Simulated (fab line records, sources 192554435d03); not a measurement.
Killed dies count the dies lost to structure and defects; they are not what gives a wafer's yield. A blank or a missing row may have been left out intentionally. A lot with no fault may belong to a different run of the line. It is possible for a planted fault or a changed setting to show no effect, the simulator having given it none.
fab line records | flow n5-finfet
record lots=6 wafers=18 last-day=19
route steps=1938 shown ZERO_LAYER@6 PASSIVATION@1936
lots untouched by any fault: they come from a run of this same line in which no faults occurred
start-h: hours from the record's opening day to when the first of the lot's shown wafers began | wait-h: hours from the lot's prior step to this one | " unchanged from the row above | L1.1+2: one row covering several wafers at once | - no value, or no start was given | * or withheld: withheld | < > ~ a bound
route shown NAME@n: NAME is a module with steps in the file, n the number in the route of the first one | usual: mean/standard deviation of fault-free wafers | same: alike in all rows | chamber/n: place in a boat | sites: per-site readings | _std_site: their standard deviation | _edge_site: mean of outer sites minus mean of inner sites | radius-mm: for every site, how far away it sits from the centre of the wafer | mask NAME#n: copy n | behind: the last tool/chamber to shape the wafer | hold: why the lot went on hold/how many hours it stayed there/how the hold came to an end | device: the transistor (n, p or np) that didn't switch | end of line: tests of these same wafers at the route's end | a step with no rows: only its recipe | killed: the dies lost at the first sort to structure and to defects; this is not the yield of the wafer | map: shows each die of a wafer: x if killed, . if not, _ if none is there
set.NAME: setting as actually run; set.NAME@STEP: the setting as run at that earlier step | model.NAME: the simulator's own value behind a step, which no gauge read
lots seen at some steps along the route; tables by step, rows by wafer
services: when a tool's chamber went out of use (start-h, in hours from the record's first day, below 0 if earlier), for how many hours, and the reason
## steps
# step N5_ZERO_LAYER_COAT_05
# recipe spin-rpm=1500 resist-thk-nm=1000
# step N5_ZERO_LAYER_EBR_07
# recipe solvent=PGMEA ebr-width-mm=1.5
# step N5_ZERO_LAYER_SOFTBAKE_06
# recipe temp-c=100 time-s=90
# step N5_ZERO_LAYER_EXPOSE_08
# recipe mask-id=ZERO na=0.55 source-shape=conventional sigma-outer=0.8 polarization=unpolarized defocus-nm=0 target-cd-nm=2000 dose-mj=16.2
# step N5_ZERO_LAYER_PEB_09
# recipe peb-temp-c=withheld peb-time-s=*
# step N5_ZERO_LAYER_DEVELOP_10
# recipe develop-time-s=60 rinse-liquid=diw dry=air-spin dev-temp-c=21
# step N5_ZERO_LAYER_HARDBAKE_23
# recipe temp-c=130 time-s=120
# step N5_ZERO_LAYER_CD_MEAS_11
# recipe target-cd-nm=2000 landing-energy-ev=500 detector=se-inlens
# usual cd-nm=1999.3/2.3
# columns lot.wafer tool chamber start-h wait-h cd-nm
L698.2 cd-sem-01 0 18.66 - 1999.3
L698.4 " 0 " " 2001.4
L698.5 " 0 " " 2000.1
L705.2 cd-sem-01 0 60.79 - 2002.1
L705.3 " 0 " " 2003.2
L705.5 " 0 " " 2000.5
L713.2 cd-sem-03 0 108.77 - 1997.6
L713.3 " 0 " " 1994.9
L713.5 " 0 " " 1996.8
L714.3 cd-sem-03 0 114.64 - 1999.2
L714.5 " 0 " " 2003.0
L714.6 " 0 " " 1996.9
L718.2 cd-sem-02 0 138.66 - 1995.4
L718.5 " 0 " " 1998.9
L718.6 " 0 " " 1998.3
L720.2 cd-sem-02 0 150.64 - 1996.7
L720.4 " 0 " " 1996.0
L720.5 " 0 " " 1998.7
# step N5_ZERO_LAYER_DESCUM_16
# recipe chemistry=O2 time-s=7.9 source-power-w=50 bias-power-w=20 pressure-mtorr=20 rf-frequency-hz=2.712e+07 temp-c=40 o2-flow-sccm=225
# usual chamber-pressure-mTorr=20.002/0.017 drypump-motor-current-A=5.8/0.58 oes-product-au=0.82/0.088 rf-vpp-V=243.0/1.4 showerhead-plenum-p-Torr=2.08/0.06 temp-c=40.00/0.12 throttle-valve-pct=20.42/0.23
# columns lot.wafer tool chamber start-h wait-h chamber-pressure-mTorr drypump-motor-current-A oes-product-au rf-hours-counter-h rf-vpp-V showerhead-plenum-p-Torr temp-c throttle-valve-pct
L698.2 rie-diel-04 2 18.70 0.0 20.015 5.2 0.74 149 241.7 2.01 40.08 20.41
L698.4 " 1 " " 19.988 5.1 0.68 - 243.7 2.15 39.87 20.91
L698.5 " 2 " " 19.974 5.2 0.75 - 240.8 2.01 39.90 20.40
L705.2 rie-diel-02 2 60.82 0.0 20.013 6.5 0.85 41 244.0 2.05 40.01 20.29
L705.3 " 3 " " 20.027 6.8 0.83 60 241.1 2.04 40.08 20.76
L705.5 " 0 " " 19.992 5.4 0.94 - 244.9 2.14 40.01 20.16
L713.2 rie-diel-04 0 108.83 0.1 19.991 6.0 0.97 9 242.9 2.06 40.22 20.22
L713.3 " 2 " " 20.022 5.2 0.72 174 242.0 2.00 39.90 20.44
L713.5 " 1 " " 19.992 5.1 0.92 - 243.7 2.14 40.08 20.45
L714.3 rie-diel-06 1 114.94 0.3 20.013 6.0 0.72 181 243.7 2.17 39.95 20.69
L714.5 " 0 " " 19.997 6.5 0.69 - 244.9 2.15 39.89 20.75
L714.6 " 3 " " 20.014 4.9 0.75 - 243.9 2.09 39.93 20.43
L718.2 rie-diel-04 0 138.70 0.0 20.018 6.0 0.95 18 242.4 2.05 39.91 20.24
L718.5 " 0 " " 19.997 6.0 0.95 - 242.9 2.05 39.83 20.23
L718.6 " 3 " " 20.006 5.6 0.80 - 241.3 2.03 39.99 20.53
L720.2 rie-diel-04 0 151.26 0.6 20.006 6.0 0.93 22 242.2 2.05 39.98 20.25
L720.4 " 2 " " 20.002 5.2 0.71 188 242.3 2.00 39.92 20.45
L720.5 " 0 " " 20.006 6.0 0.95 - 244.0 2.05 39.91 20.25
# step N5_ZERO_LAYER_ETCH_17
# recipe chemistry=CF4 target=SiO2 target-depth-a=120 time-s=13.3 ion-energy-ev=350 pressure-mtorr=40 source-w=450 bias-w=215 Ar_flow_sccm=100 cf4-flow-sccm=100
# usual chamber-pressure-mTorr=40.00/0.039 drypump-motor-current-A=5.8/0.58 oes-product-au=0.82/0.09 rf-vpp-V=948/4 showerhead-plenum-p-Torr=2.13/0.056 throttle-valve-pct=15.62/0.22
# columns lot.wafer tool chamber start-h wait-h chamber-pressure-mTorr drypump-motor-current-A oes-product-au rf-hours-counter-h rf-vpp-V showerhead-plenum-p-Torr throttle-valve-pct
L698.2 rie-diel-04 2 18.74 0.0 39.95 5.2 0.74 149 945 2.05 15.64
L698.4 " 1 " " 39.98 5.1 0.69 - 953 2.18 16.05
L698.5 " 2 " " 39.96 5.2 0.73 - 943 2.05 15.64
L705.2 rie-diel-02 2 60.86 0.0 39.97 6.5 0.84 41 945 2.10 15.40
L705.3 " 3 " " 39.96 6.8 0.85 60 944 2.09 15.88
L705.5 " 0 " " 39.99 5.4 0.95 - 951 2.17 15.29
L713.2 rie-diel-04 0 108.87 0.0 39.98 6.0 0.98 9 945 2.12 15.52
L713.3 " 2 " " 40.00 5.2 0.70 174 945 2.04 15.68
L713.5 " 1 " " 40.05 5.2 0.94 - 953 2.17 15.56
L714.3 rie-diel-06 1 114.97 0.0 40.01 6.0 0.72 181 954 2.22 15.95
L714.5 " 0 " " 39.98 6.5 0.69 - 950 2.19 15.91
L714.6 " 3 " " 40.06 4.9 0.75 - 950 2.15 15.71
L718.2 rie-diel-04 0 138.73 0.0 39.98 6.0 0.95 18 948 2.12 15.53
L718.5 " 0 " " 39.98 6.0 0.95 - 945 2.12 15.52
L718.6 " 3 " " 40.06 5.6 0.80 - 946 2.08 15.75
L720.2 rie-diel-04 0 151.29 0.0 40.01 6.0 0.94 22 946 2.12 15.53
L720.4 " 2 " " 40.01 5.2 0.70 188 943 2.04 15.72
L720.5 " 0 " " 40.00 6.0 0.95 - 946 2.12 15.54
# step N5_ZERO_LAYER_ETCH_18
# recipe chemistry=HBr/Cl2 target=Si target-depth-a=1200 time-s=40 pressure-mtorr=10 icp-w=800 bias-w=75 HBr_flow_sccm=150 Cl2_flow_sccm=80
# usual chamber-pressure-mTorr=10.000/0.0088 drypump-motor-current-A=5.8/0.53 oes-product-au=0.996/0.014 throttle-valve-pct=36.2/0.32
# columns lot.wafer tool chamber start-h wait-h chamber-pressure-mTorr drypump-motor-current-A oes-product-au rf-hours-counter-h throttle-valve-pct
L698.2 rie-si-04 2 18.81 0.0 9.988 6.0 1.008 5 35.7
L698.4 " 3 " " 10.008 4.9 0.993 148 36.4
L698.5 " 1 " " 10.002 5.0 0.990 - 36.3
L705.2 rie-si-04 3 60.93 0.0 10.007 4.9 0.988 149 36.4
L705.3 " 1 " " 9.996 4.9 0.995 60 36.3
L705.5 " 1 " " 9.998 4.9 0.996 - 36.3
L713.2 rie-si-04 2 108.94 0.0 9.999 6.0 1.011 7 35.7
L713.3 " 3 " " 10.004 4.8 0.991 149 36.4
L713.5 " 0 " " 9.998 6.4 0.976 - 35.9
L714.3 rie-si-04 0 115.04 0.0 9.995 6.4 0.971 9 35.9
L714.5 " 2 " " 10.010 6.0 1.017 - 35.7
L714.6 " 1 " " 9.992 5.0 0.990 - 36.3
L718.2 rie-si-02 0 138.80 0.0 9.994 5.4 1.015 72 36.7
L718.5 " 0 " " 9.986 5.4 1.008 - 36.6
L718.6 " 1 " " 10.014 6.4 1.020 - 36.6
L720.2 rie-si-01 0 151.37 0.0 10.001 6.0 1.011 171 36.4
L720.4 " 1 " " 9.998 6.3 0.990 99 35.9
L720.5 " 1 " " 9.989 6.3 0.988 - 35.9
# step N5_ZERO_LAYER_STRIP_24
# recipe chemistry=O2 power-w=1000 temp-c=250 overash-fraction=0.3 pressure-mtorr=1000 o2-flow-sccm=6750
# usual chamber-pressure-mTorr=999.9/1.1 drypump-motor-current-A=6.08/0.1 heater-power-w=316/30 oes-product-au=0.647/0.0046 strip-time-to-endpoint-s=43.79/0.093 temp-c=249.99/0.18
# columns lot.wafer tool chamber start-h wait-h chamber-pressure-mTorr drypump-motor-current-A heater-power-w oes-product-au rf-hours-counter-h strip-time-to-endpoint-s temp-c
L698.2 plasma-asher-02 1 18.91 0.1 1000.2 6.13 333 0.654 71 43.63 249.82
L698.4 " 0 " " 999.6 6.01 298 0.643 - 43.67 250.03
L698.5 " 0 " " 998.6 6.00 288 0.651 - 43.62 249.83
L705.2 plasma-asher-02 1 61.28 0.3 998.6 6.13 349 0.645 82 43.81 249.89
L705.3 " 0 " " 1000.5 6.03 287 0.648 - 43.82 250.18
L705.5 " 0 " " 1001.0 6.02 280 0.649 - 43.89 249.85
L713.2 plasma-asher-02 0 109.05 0.1 1000.5 5.97 287 0.653 94 43.73 250.23
L713.3 " 0 " " 1001.5 6.04 288 0.644 - 43.80 250.30
L713.5 " 0 " " 1001.2 5.98 286 0.649 - 43.72 250.11
L714.3 plasma-asher-02 0 115.17 0.1 1001.9 5.96 296 0.649 - 43.72 249.92
L714.5 " 0 " " 1000.8 5.96 291 0.648 - 43.80 249.83
L714.6 " 1 " " 1000.3 6.13 334 0.651 - 43.86 249.97
L718.2 plasma-asher-02 1 138.91 0.1 1000.7 6.15 344 0.650 102 43.72 249.88
L718.5 " 0 " " 998.5 5.97 285 0.647 - 43.80 249.93
L718.6 " 1 " " 999.7 6.14 332 0.646 - 43.74 250.26
L720.2 plasma-asher-01 1 151.71 0.3 1000.2 5.94 364 0.636 50 43.72 249.71
L720.4 " 1 " " 999.6 5.94 366 0.651 - 43.77 250.16
L720.5 " 0 " " 1000.3 6.25 287 0.639 - 43.62 250.22
# step N5_ZERO_LAYER_STRIP_19
# recipe chemistry=SPM time-s=900 temp-c=130 h2so4-h2o2-vol-ratio=4 dry=ipa-marangoni
# usual bath-guard-temp-C=130.2/0.44 bath-heat-duty-pct=15.1/1.4 temp-c=129.98/0.13
# columns lot.wafer tool chamber start-h wait-h bath-guard-temp-C bath-heat-duty-pct temp-c
L698.2 wet-bench-06 6 19.00 0.1 130.0 16.5 130.22
L698.4 " 5 " " 130.8 14.1 129.96
L698.5 " 4 " " 130.1 16.6 129.97
L705.2 wet-bench-06 3 61.36 0.1 130.6 17.0 130.02
L705.3 " 6 " " 129.9 17.1 130.05
L705.5 " 7 " " 130.6 13.1 130.26
L713.2 wet-bench-06 6 109.13 0.1 - - -
L713.3 " 0 " " - - -
L713.5 " 1 " " - - -
L714.3 wet-bench-06 6 115.24 0.0 - - -
L714.5 " 2 " " - - -
L714.6 " 7 " " - - -
L718.2 wet-bench-06 6 139.00 0.1 130.1 14.9 130.19
L718.5 " 4 " " 130.1 15.3 129.66
L718.6 " 1 " " 130.3 16.2 129.81
L720.2 wet-bench-05 3 151.81 0.1 129.7 14.1 129.94
L720.4 " 1 " " 130.1 13.3 129.87
L720.5 " 4 " " 129.8 14.0 129.97
# step N5_ZERO_LAYER_INSPECT_20
# recipe inspect-instrument=darkfield mode=post-clean
# usual raw-defect-count=35/18
# columns lot.wafer tool chamber start-h wait-h raw-defect-count
L698.2 defect-inspect-01 - 19.30 0.0 10
L698.4 " - " " 16
L698.5 " - " " 30
L705.2 defect-inspect-02 - 61.64 0.0 22
L705.3 " - " " 68
L705.5 " - " " 32
L713.2 defect-inspect-01 - 109.66 0.0 49
L713.3 " - " " 32
L713.5 " - " " 42
L714.3 defect-inspect-01 - 115.51 0.0 23
L714.5 " - " " 19
L714.6 " - " " 13
L718.2 defect-inspect-01 - 139.29 0.0 46
L718.5 " - " " 20
L718.6 " - " " 37
L720.2 defect-inspect-01 - 152.08 0.0 25
L720.4 " - " " 13
L720.5 " - " " 13
# step N5_PASSIVATION_PROBE_49
# usual killed_at_M0_to_M3=33/11 killed_at_M4_up=14/5 killed-at-contacts=11/7.3 killed-at-front-end=43/12 killed-at-other=4/3.1 killed-dies=106/17 killed-on-rim=14/3.8 killed-open=69/13 killed-short=34/8.7
# same gross-dies=1180 killed-at-back-side=0
# columns lot.wafer tool chamber start-h wait-h killed_at_M0_to_M3 killed_at_M4_up killed-at-contacts killed-at-front-end killed-at-other killed-dies killed-on-rim killed-open killed-short
L698.2 prober-02 - 318.27 0.1 24 12 13 23 4 76 10 46 30
L698.4 prober-02 - 318.37 0.2 36 17 3 39 0 95 13 67 22
L698.5 prober-02 - 318.42 0.2 18 15 7 34 4 78 11 54 22
L705.2 prober-01 - 357.81 0.1 46 8 5 44 8 111 15 72 39
L705.3 prober-01 - 357.86 0.1 39 19 3 34 9 104 15 60 38
L705.5 prober-01 - 357.96 0.2 38 13 6 50 6 113 13 55 53
L713.2 prober-01 - 403.94 0.1 32 9 10 40 1 92 13 60 29
L713.3 prober-01 - 403.99 0.1 27 9 14 26 5 81 14 52 22
L713.5 prober-01 - 404.09 0.2 20 14 1 39 5 79 12 47 25
L714.3 prober-02 - 425.45 0.1 15 13 5 43 2 78 11 48 29
L714.5 prober-02 - 425.55 0.2 22 11 13 90 9 145 27 86 57
L714.6 prober-02 - 425.60 0.3 23 14 9 49 2 97 9 57 38
L718.2 prober-02 - 430.34 0.1 46 26 5 42 5 124 18 79 45
L718.5 prober-02 - 430.49 0.2 31 19 9 39 5 103 14 64 37
L718.6 prober-02 - 430.54 0.3 35 10 4 44 1 94 15 60 34
L720.2 prober-01 - 450.84 0.1 19 25 20 50 0 114 17 80 33
L720.4 prober-01 - 450.94 0.2 37 13 27 44 4 125 13 77 43
L720.5 prober-01 - 450.99 0.2 17 17 15 38 4 91 11 63 22
# killed by level:class
L698.2 MOL_CONTACT_COAG:geometric-particle:open=7 MOL_CONTACT_COAG:geometric-particle:short=6 BEOL_M1:geometric-particle:open=5 FIN_SAQP:geometric-particle:short=4 DUMMY_GATE:geometric-particle:open=4 GATE_CUT:geometric-particle:open=4 BEOL_M0_SAQP:geometric-particle:open=4 BEOL_M0_SAQP:geometric-particle:short=4
L698.4 DUMMY_GATE:geometric-particle:open=10 BEOL_M4:geometric-particle:open=10 BEOL_M2:geometric-particle:open=8 BEOL_M0_SAQP:geometric-particle:open=8 STARTING-WAFER:geometric-particle:open=6 BEOL_M2:geometric-particle:short=5 BEOL_M3:geometric-particle:open=5 STI_FIN_REVEAL:geometric-particle:open=4
L698.5 DUMMY_GATE:geometric-particle:open=9 MOL_CONTACT_COAG:geometric-particle:open=6 BEOL_M1:geometric-particle:open=5 STI_FIN_REVEAL:geometric-particle:open=4 GATE_CUT:geometric-particle:open=4 BEOL_M5:geometric-particle:open=4 FIN_SAQP:geometric-particle:short=3 GATE_CUT:geometric-particle:short=3
L705.2 FIN_SAQP:geometric-particle:open=13 BEOL_M0_SAQP:geometric-particle:short=11 BEOL_M0:geometric-particle:open=11 FIN_SAQP:geometric-particle:short=10 BEOL_M2:geometric-particle:open=9 BEOL_M0_SAQP:geometric-particle:open=7 BEOL_M5:geometric-particle:open=5 PAD_METAL:geometric-particle:open=5
L705.3 BEOL_M0_SAQP:geometric-particle:short=9 FIN_SAQP:geometric-particle:short=8 BEOL_M0_SAQP:geometric-particle:open=8 BEOL_M4:geometric-particle:open=8 BEOL_M1:geometric-particle:open=7 STI_FIN_REVEAL:geometric-particle:open=6 HKMG_FIN:area-etch=5 BEOL_M1:geometric-particle:short=4
L705.5 BEOL_M0_SAQP:geometric-particle:short=15 FIN_SAQP:geometric-particle:open=8 BEOL_M1:geometric-particle:open=8 FIN_SAQP:geometric-particle:short=7 BEOL_M4:geometric-particle:open=7 ILD0:geometric-particle:short=6 HKMG_FIN:area-etch=5 DUMMY_GATE:geometric-particle:open=4
L713.2 STI_FIN_REVEAL:geometric-particle:open=11 MOL_CONTACT_COAG:geometric-particle:open=9 BEOL_M0_SAQP:geometric-particle:open=9 BEOL_M0_SAQP:geometric-particle:short=6 BEOL_M2:geometric-particle:open=5 STARTING-WAFER:geometric-particle:short=5 STI_FIN_REVEAL:geometric-particle:short=4 BEOL_M3:geometric-particle:open=4
L713.3 MOL_CONTACT_COAG:geometric-particle:open=8 BEOL_M1:geometric-particle:open=8 BEOL_M3:geometric-particle:open=7 MOL_CONTACT_COAG:geometric-particle:short=4 BEOL_M0_SAQP:geometric-particle:open=4 BEOL_M2:geometric-particle:open=4 STI_FIN_REVEAL:geometric-particle:open=3 BEOL_M4:geometric-particle:open=3
L713.5 STI_FIN_REVEAL:geometric-particle:open=7 BEOL_M0_SAQP:geometric-particle:open=7 DUMMY_GATE:geometric-particle:open=6 HKMG_FIN:area-etch=6 BEOL_M4:geometric-particle:open=5 GATE_CUT:geometric-particle:short=4 BEOL_M3:geometric-particle:short=4 BEOL_M5:geometric-particle:open=4
L714.3 FIN_SAQP:geometric-particle:short=11 STI_FIN_REVEAL:geometric-particle:open=5 DUMMY_GATE:geometric-particle:open=5 GATE_CUT:geometric-particle:short=5 GATE_CUT:geometric-particle:open=5 MOL_CONTACT_COAG:geometric-particle:open=5 BEOL_M4:geometric-particle:open=5 ILD0:geometric-particle:short=4
L714.5 FIN_SAQP:geometric-particle:open=24 FIN_SAQP:geometric-particle:short=24 STI_FIN_REVEAL:geometric-particle:open=9 MOL_CONTACT_COAG:geometric-particle:open=8 BEOL_M1:geometric-particle:open=7 GATE_CUT:geometric-particle:short=7 DUMMY_GATE:geometric-particle:open=6 MOL_CONTACT_COAG:geometric-particle:short=5
L714.6 FIN_SAQP:geometric-particle:short=11 FIN_SAQP:geometric-particle:open=10 BEOL_M1:geometric-particle:open=8 GATE_CUT:geometric-particle:short=7 MOL_CONTACT_COAG:geometric-particle:open=7 GATE_CUT:geometric-particle:open=5 BEOL_M3:geometric-particle:open=5 STI_FIN_REVEAL:geometric-particle:open=4
L718.2 BEOL_M4:geometric-particle:open=17 BEOL_M2:geometric-particle:open=12 FIN_SAQP:geometric-particle:short=10 BEOL_M0_SAQP:geometric-particle:open=9 FIN_SAQP:geometric-particle:open=8 STI_FIN_REVEAL:geometric-particle:open=6 BEOL_M4:geometric-particle:short=6 BEOL_M0_SAQP:geometric-particle:short=6
L718.5 FIN_SAQP:geometric-particle:short=8 MOL_CONTACT_COAG:geometric-particle:open=8 BEOL_M0_SAQP:geometric-particle:short=8 BEOL_M0_SAQP:geometric-particle:open=7 FIN_SAQP:geometric-particle:open=5 GATE_CUT:geometric-particle:short=5 GATE_CUT:geometric-particle:open=5 BEOL_M2:geometric-particle:open=5
L718.6 FIN_SAQP:geometric-particle:short=17 BEOL_M0_SAQP:geometric-particle:open=9 FIN_SAQP:geometric-particle:open=7 BEOL_M2:geometric-particle:open=7 STI_FIN_REVEAL:geometric-particle:open=6 DUMMY_GATE:geometric-particle:open=6 BEOL_M5:geometric-particle:open=5 BEOL_M4:geometric-particle:open=4
L720.2 MOL_CONTACT_COAG:geometric-particle:open=15 BEOL_M4:geometric-particle:open=11 FIN_SAQP:geometric-particle:open=8 FIN_SAQP:geometric-particle:short=7 BEOL_M5:geometric-particle:open=7 BEOL_M3:geometric-particle:open=6 STARTING-WAFER:geometric-particle:short=6 STI_FIN_REVEAL:geometric-particle:open=5
L720.4 MOL_CONTACT_COAG:geometric-particle:open=17 BEOL_M2:geometric-particle:open=12 MOL_CONTACT_COAG:geometric-particle:short=10 FIN_SAQP:geometric-particle:open=7 ILD0:geometric-particle:open=6 BEOL_M0_SAQP:geometric-particle:open=5 BEOL_M0_SAQP:geometric-particle:short=5 BEOL_M3:geometric-particle:open=5
L720.5 MOL_CONTACT_COAG:geometric-particle:open=13 STI_FIN_REVEAL:geometric-particle:open=9 HKMG_FIN:area-etch=6 GATE_CUT:geometric-particle:short=5 BEOL_M0_SAQP:geometric-particle:open=4 FIN_SAQP:geometric-particle:open=4 BEOL_M1:geometric-particle:open=4 BEOL_M2:geometric-particle:open=4
## services
# columns tool chamber start-h hours kind
rie-diel-02 2 1.35 26.8 repair
wet-bench-05 - 10.86 5.0 repair
rie-diel-04 0 17.51 10.0 repair
rie-diel-04 2 25.21 8.7 repair
rie-diel-04 1 34.29 - clean
rie-diel-04 1 34.29 - consumable-replace:focus-ring
rie-diel-04 1 34.29 16.9 scheduled-down
rie-diel-04 1 34.29 16.9 vent-cycle
wet-bench-06 - 45.62 2.9 repair
rie-diel-04 0 51.30 - clean
plasma-asher-01 - 53.54 17.2 repair
rie-diel-04 3 65.13 6.8 repair
plasma-asher-01 - 85.42 2.8 pm
plasma-asher-01 - 95.43 3.5 repair
rie-si-01 - 102.54 0.1 repair
wet-bench-05 - 108.35 1.9 pm
rie-si-01 - 118.19 2.1 repair
rie-diel-02 3 119.82 11.3 repair
wet-bench-06 - 128.45 1.5 repair
plasma-asher-01 - 128.60 21.9 repair
rie-diel-02 - 136.73 2.7 repair
rie-si-01 2 139.50 6.2 repair
plasma-asher-02 - 150.53 14.6 pm
rie-si-04 0 151.27 7.4 repair
## key
first-sign step=N5_ZERO_LAYER_STRIP_19 reading=tool-record direction=missing
effect none on later readings
met-at N5_ZERO_LAYER_STRIP_19
struck-wafers L713.2,L713.3,L713.5,L714.3,L714.5,L714.6
tester-left-out L713,L714
onset-between 61.36 109.13
fault kind=skipped-step-whole tool=wet-bench-06 chamber=- onset-h=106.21 steps=N5_ZERO_LAYER_STRIP_19 scope=struck-lots-only
# tester-left-out: of these lots the tester's yield and bins aren't shown, on N5 and GAA mostly nor the transistor test; their killed dies are dies lost to structure and defects alone, not to doping, threshold or leakage, so they don't give the yield
